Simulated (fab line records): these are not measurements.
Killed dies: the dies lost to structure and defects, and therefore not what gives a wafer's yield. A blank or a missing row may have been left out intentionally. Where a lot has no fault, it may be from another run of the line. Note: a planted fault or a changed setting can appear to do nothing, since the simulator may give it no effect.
Lot-split experiment :: flow n5_finfet :: 39 wafers read from 7 lots, route of 1938 steps

== THE SPLIT ITSELF ==
At N5_MOL_CONTACT_COAG_PRECLEAN_111 (cleans in NF3:NH3, afs cycles 1, time 20 s, sublimation time 60 s), the setting time_s was moved away from the recipe's 20 s on 12 of the 39 wafers read, by -46.4% to +40.3%. This setting was run at the recipe's value on the other wafers.

== FROM THE SPLIT TO THE READING: what the file shows between them, 9 steps ==
- N5_MOL_CONTACT_COAG_TI_SIL_19: material Ti, target thk 4.2 nm, time 15 s
- N5_MOL_CONTACT_COAG_ALD_20: deposits TiN, target thk 1.5 nm, pulse time 1 s, purge time 3 s
- N5_MOL_CONTACT_COAG_PRECLEAN_125: cleans in DIW, time 57.5 s
- N5_MOL_CONTACT_COAG_SRD_126: dry time 32 s
- N5_MOL_CONTACT_COAG_CMP_23: polishes, stops on SiO2, t overpolish 1.5 s, target thk 0 nm
- N5_MOL_CONTACT_COAG_WET_ETCH_26: target Co, target depth 13 nm
- N5_MOL_CONTACT_COAG_WET_ETCH_116: etches the open film in SC1-inhibited, target depth 4.6 nm, rinse time 30 s
- N5_MOL_CONTACT_COAG_ALD_27: deposits SiOC, target thk 17 nm, pulse time 1.5 s, time 2720 s
- N5_MOL_CONTACT_COAG_CMP_28: polishes, stops on SiNx, t overpolish 0.85 s, target thk 14.522 nm

== THE READING ==
MD_CAP_THK, in nm, at N5_MOL_CONTACT_COAG_THK_MEAS_29. Typical for fault-free wafers on this fab line: 17.91 nm, with standard deviation 0.082 nm.

wafer: L078.1
tool, chamber at the split: remote_plasma-02, 0
time_s as run, s: 20
against the recipe: recipe
MD_CAP_THK, nm: 17.95
against lot-mates on the recipe: -

wafer: L078.2
tool, chamber at the split: remote_plasma-02, 0
time_s as run, s: 20
against the recipe: recipe
MD_CAP_THK, nm: 18.03
against lot-mates on the recipe: -

wafer: L078.3
tool, chamber at the split: remote_plasma-02, 0
time_s as run, s: 20
against the recipe: recipe
MD_CAP_THK, nm: 17.98
against lot-mates on the recipe: -

wafer: L078.4
tool, chamber at the split: remote_plasma-02, 0
time_s as run, s: 20
against the recipe: recipe
MD_CAP_THK, nm: 17.82
against lot-mates on the recipe: -

wafer: L078.5
tool, chamber at the split: remote_plasma-02, 0
time_s as run, s: 20
against the recipe: recipe
MD_CAP_THK, nm: 18.02
against lot-mates on the recipe: -

wafer: L078.6
tool, chamber at the split: remote_plasma-02, 0
time_s as run, s: 20
against the recipe: recipe
MD_CAP_THK, nm: 18.02
against lot-mates on the recipe: -

wafer: L079.1
tool, chamber at the split: remote_plasma-02, 1
time_s as run, s: 20
against the recipe: recipe
MD_CAP_THK, nm: 17.90
against lot-mates on the recipe: -

wafer: L079.2
tool, chamber at the split: remote_plasma-02, 1
time_s as run, s: 20
against the recipe: recipe
MD_CAP_THK, nm: 17.81
against lot-mates on the recipe: -

wafer: L079.3
tool, chamber at the split: remote_plasma-02, 1
time_s as run, s: 28.05
against the recipe: +40.3%
MD_CAP_THK, nm: 17.57
against lot-mates on the recipe: -0.27

wafer: L079.4
tool, chamber at the split: remote_plasma-02, 1
time_s as run, s: 20
against the recipe: recipe
MD_CAP_THK, nm: 17.82
against lot-mates on the recipe: -

wafer: L079.5
tool, chamber at the split: remote_plasma-02, 1
time_s as run, s: 28.05
against the recipe: +40.3%
MD_CAP_THK, nm: 17.58
against lot-mates on the recipe: -0.26

wafer: L079.6
tool, chamber at the split: remote_plasma-02, 1
time_s as run, s: 28.05
against the recipe: +40.3%
MD_CAP_THK, nm: 17.54
against lot-mates on the recipe: -0.30

wafer: L086.1
tool, chamber at the split: remote_plasma-01, 1
time_s as run, s: 11.27
against the recipe: -43.6%
MD_CAP_THK, nm: 18.28
against lot-mates on the recipe: +0.24

wafer: L086.2
tool, chamber at the split: remote_plasma-01, 1
time_s as run, s: 20
against the recipe: recipe
MD_CAP_THK, nm: 18.08
against lot-mates on the recipe: -

wafer: L086.3
tool, chamber at the split: remote_plasma-01, 1
time_s as run, s: 11.27
against the recipe: -43.6%
MD_CAP_THK, nm: 18.34
against lot-mates on the recipe: +0.30

wafer: L086.4
tool, chamber at the split: remote_plasma-01, 1
time_s as run, s: 11.27
against the recipe: -43.6%
MD_CAP_THK, nm: 18.27
against lot-mates on the recipe: +0.23

wafer: L086.5
tool, chamber at the split: remote_plasma-01, 1
time_s as run, s: 20
against the recipe: recipe
MD_CAP_THK, nm: 18.03
against lot-mates on the recipe: -

wafer: L086.6
tool, chamber at the split: remote_plasma-01, 1
time_s as run, s: 20
against the recipe: recipe
MD_CAP_THK, nm: 18.01
against lot-mates on the recipe: -

wafer: L087.1
tool, chamber at the split: remote_plasma-01, 0
time_s as run, s: 12.54
against the recipe: -37.3%
MD_CAP_THK, nm: 18.12
against lot-mates on the recipe: +0.24

wafer: L087.2
tool, chamber at the split: remote_plasma-01, 0
time_s as run, s: 20
against the recipe: recipe
MD_CAP_THK, nm: 17.78
against lot-mates on the recipe: -

wafer: L087.3
tool, chamber at the split: remote_plasma-01, 0
time_s as run, s: 20
against the recipe: recipe
MD_CAP_THK, nm: 18.01
against lot-mates on the recipe: -

wafer: L087.4
tool, chamber at the split: remote_plasma-01, 0
time_s as run, s: 12.54
against the recipe: -37.3%
MD_CAP_THK, nm: 18.22
against lot-mates on the recipe: +0.34

wafer: L087.5
tool, chamber at the split: remote_plasma-01, 0
time_s as run, s: 12.54
against the recipe: -37.3%
MD_CAP_THK, nm: 18.21
against lot-mates on the recipe: +0.33

wafer: L087.6
tool, chamber at the split: remote_plasma-01, 0
time_s as run, s: 20
against the recipe: recipe
MD_CAP_THK, nm: 17.86
against lot-mates on the recipe: -

wafer: L090.1
tool, chamber at the split: remote_plasma-01, 1
time_s as run, s: 20
against the recipe: recipe
MD_CAP_THK, nm: 17.94
against lot-mates on the recipe: -

wafer: L090.2
tool, chamber at the split: remote_plasma-01, 1
time_s as run, s: 20
against the recipe: recipe
MD_CAP_THK, nm: 17.93
against lot-mates on the recipe: -

wafer: L090.4
tool, chamber at the split: remote_plasma-01, 1
time_s as run, s: 20
against the recipe: recipe
MD_CAP_THK, nm: 17.86
against lot-mates on the recipe: -

wafer: L093.1
tool, chamber at the split: remote_plasma-02, 1
time_s as run, s: 10.71
against the recipe: -46.4%
MD_CAP_THK, nm: 18.25
against lot-mates on the recipe: +0.39

wafer: L093.2
tool, chamber at the split: remote_plasma-02, 1
time_s as run, s: 20
against the recipe: recipe
MD_CAP_THK, nm: 17.85
against lot-mates on the recipe: -

wafer: L093.3
tool, chamber at the split: remote_plasma-02, 1
time_s as run, s: 20
against the recipe: recipe
MD_CAP_THK, nm: 17.85
against lot-mates on the recipe: -

wafer: L093.4
tool, chamber at the split: remote_plasma-02, 1
time_s as run, s: 20
against the recipe: recipe
MD_CAP_THK, nm: 17.88
against lot-mates on the recipe: -

wafer: L093.5
tool, chamber at the split: remote_plasma-02, 1
time_s as run, s: 10.71
against the recipe: -46.4%
MD_CAP_THK, nm: 18.32
against lot-mates on the recipe: +0.46

wafer: L093.6
tool, chamber at the split: remote_plasma-02, 1
time_s as run, s: 10.71
against the recipe: -46.4%
MD_CAP_THK, nm: 18.17
against lot-mates on the recipe: +0.31

wafer: L094.1
tool, chamber at the split: remote_plasma-01, 1
time_s as run, s: 20
against the recipe: recipe
MD_CAP_THK, nm: 17.72
against lot-mates on the recipe: -

wafer: L094.2
tool, chamber at the split: remote_plasma-01, 1
time_s as run, s: 20
against the recipe: recipe
MD_CAP_THK, nm: 17.80
against lot-mates on the recipe: -

wafer: L094.3
tool, chamber at the split: remote_plasma-01, 1
time_s as run, s: 20
against the recipe: recipe
MD_CAP_THK, nm: 17.80
against lot-mates on the recipe: -

wafer: L094.4
tool, chamber at the split: remote_plasma-01, 1
time_s as run, s: 20
against the recipe: recipe
MD_CAP_THK, nm: 17.88
against lot-mates on the recipe: -

wafer: L094.5
tool, chamber at the split: remote_plasma-01, 1
time_s as run, s: 20
against the recipe: recipe
MD_CAP_THK, nm: 17.78
against lot-mates on the recipe: -

wafer: L094.6
tool, chamber at the split: remote_plasma-01, 1
time_s as run, s: 20
against the recipe: recipe
MD_CAP_THK, nm: 17.85
against lot-mates on the recipe: -

THE FIT
A straight line over all 39 wafers: MD_CAP_THK changes by -0.00817 nm for each +1% of time_s; r = -0.91; the points scatter about the line by 0.086 nm.
The same after taking each lot's own level away (the mean of its wafers on the recipe; 39 wafers): -0.00727 nm for each +1%; r = -0.94; scatter 0.059 nm.
Per that fit: largest time_s move, reading shift of 0.34 nm.
Across the lots, their own levels run from 17.805 to 18.040 nm, a range of 2.9 times the standard deviation given above.
Hence the slope depends on the lot-to-lot level, as the two fits are not the same.
Check: +0.334 nm against its lot-mates is what the line predicts for one of the wafers moved furthest among these (-46.4%) when that wafer is left out of the fit. Against them it came out at +0.39 nm.

== THE WHOLE CHAIN: every reading that the file lists as answering this split, in the file's order ==
step: N5_MOL_CONTACT_COAG_PRECLEAN_111
what it does: cleans in NF3:NH3, afs cycles 1, time 20 s, sublimation time 60 s
reading: SiNx_of_GATE_CUT_SAC_CAP_01.thk_nm (the simulator's own value, which no gauge read)
change (the file's fit): -0.00919 nm for each +1% of the setting
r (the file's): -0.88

step: N5_MOL_CONTACT_COAG_PRECLEAN_111
what it does: cleans in NF3:NH3, afs cycles 1, time 20 s, sublimation time 60 s
reading: SiNx_of_SPACER0_ALD_07.thk_nm (the simulator's own value, which no gauge read)
change (the file's fit): -0.00757 nm for each +1% of the setting
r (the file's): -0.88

step: N5_MOL_CONTACT_COAG_CMP_23
what it does: polishes, stops on SiO2, t overpolish 1.5 s, target thk 0 nm
reading: SiNx_of_GATE_CUT_SAC_CAP_01.thk_nm (the simulator's own value, which no gauge read)
change (the file's fit): -0.00789 nm for each +1% of the setting
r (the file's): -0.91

step: N5_MOL_CONTACT_COAG_WET_ETCH_26
what it does: target Co, target depth 13 nm
reading: SiNx_of_GATE_CUT_SAC_CAP_01.thk_nm (the simulator's own value, which no gauge read)
change (the file's fit): -0.00831 nm for each +1% of the setting
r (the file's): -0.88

step: N5_MOL_CONTACT_COAG_THK_MEAS_29
what it does: 
reading: MD_CAP_THK
change (the file's fit): -0.00729 for each +1% of the setting
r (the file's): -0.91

step: N5_MOL_CONTACT_COAG_ETCH_47
what it does: etches SiNx in CH3F/O2, stops on W, target depth 27 nm
reading: etch.depth_nm (the simulator's own value, which no gauge read)
change (the file's fit): -0.00769 nm for each +1% of the setting
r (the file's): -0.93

step: N5_MOL_CONTACT_COAG_ETCH_47
what it does: etches SiNx in CH3F/O2, stops on W, target depth 27 nm
reading: MOL_CONTACT_COAG.feature_depth_nm (the simulator's own value, which no gauge read)
change (the file's fit): -0.00755 nm for each +1% of the setting
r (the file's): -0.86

== THE FILE'S OWN FIT ==
MD_CAP_THK changes by -0.00729 nm for each +1% of time_s, r = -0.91.
